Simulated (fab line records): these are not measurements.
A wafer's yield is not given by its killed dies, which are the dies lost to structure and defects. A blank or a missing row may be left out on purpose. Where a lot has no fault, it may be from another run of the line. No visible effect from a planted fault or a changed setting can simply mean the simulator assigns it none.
Which tool did it? | flow nandHarc | 6 lots with 18 wafers sampled at 3 steps, on a route of 1302 steps

WHAT THE GAUGES SHOWED, per wafer
NHARC_A_ONON_D1_THK_MEAS_24: measures by ellipsometry.
lot  | measured     | on           | thkNm (nm)
L646 | day 8 21:20  | filmMetro-01 | 1000 1000 1000
L648 | day 9 17:09  | filmMetro-01 | 997 997 995
L652 | day 11 06:12 | filmMetro-01 | 1006 1006 1006
L657 | day 12 23:48 | filmMetro-02 | 998 999 998
L663 | day 15 13:18 | filmMetro-01 | 1462 1465 1464
L665 | day 16 23:53 | filmMetro-01 | 997 996 997

WHAT TOOL EACH LOT RAN ON (gives the tool, then ch and the chambers of the sampled wafers, and finally the start)
lot  | NHARC_A_ZERO_WELL_DESCUM_12       | NHARC_A_ONON_D1_DEP_22
L646 | rieDiel-09 ch 0,1,2, day 7 08:50  | pecvdOnon-04 ch 0, day 8 20:53
L648 | rieDiel-09 ch 0,1, day 8 02:11    | pecvdOnon-04 ch 0, day 9 16:38
L652 | rieDiel-03 ch 1,2,3, day 9 21:04  | pecvdOnon-04 ch 0, day 11 05:41
L657 | rieDiel-13 ch 0,1,3, day 11 16:34 | pecvdOnon-04 ch 0, day 12 23:17
L663 | rieDiel-03 ch 0,1, day 14 04:11   | pecvdOnon-03 ch 0, day 15 12:47
L665 | rieDiel-03 ch 0,1,2, day 15 03:29 | pecvdOnon-04 ch 0, day 16 23:29
- NHARC_A_ZERO_WELL_DESCUM_12: chemistry O2, time 3 s.
- NHARC_A_ONON_D1_DEP_22: target thk 1000 nm.

THE ANSWER, worked out from the rows above alone
Rule: usual is defined by the lots themselves. The widest of any qualifying gaps counts: lots, ordered by their means at a reading, are off when they make up no more than a third of the lots, leave a main group of 4 or more, and stand apart from it by 3 or more times the standard deviation of that group's means. Not used: any main group whose means are identical at the precision the tables above print for the reading. Also off: a lot with no number at a reading for which 4 or more lots have one. Any other lot the step has rows for is counted as sound.
Off at NHARC_A_ONON_D1_THK_MEAS_24 (thkNm): L663. For the main group the mean is 999 nm and the standard deviation 3.5.
A tool fits if, at a process step before that reading, it ran every lot that is off, and no sound lot after the first of them. The gauges at NHARC_A_ONON_D1_THK_MEAS_24 are tried like those tools. One fits: NHARC_A_ONON_D1_DEP_22 on pecvdOnon-03. It ran no sound lot before its first lot that is off in this sample, so the start can't be narrowed down.

WHAT HAD BEEN PUT IN BY THE SIMULATOR
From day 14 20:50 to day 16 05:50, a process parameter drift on pecvdOnon-03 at NHARC_A_ONON_D1_DEP_22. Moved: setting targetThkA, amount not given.
Shown lots that were struck: L663. The rule above found the same.
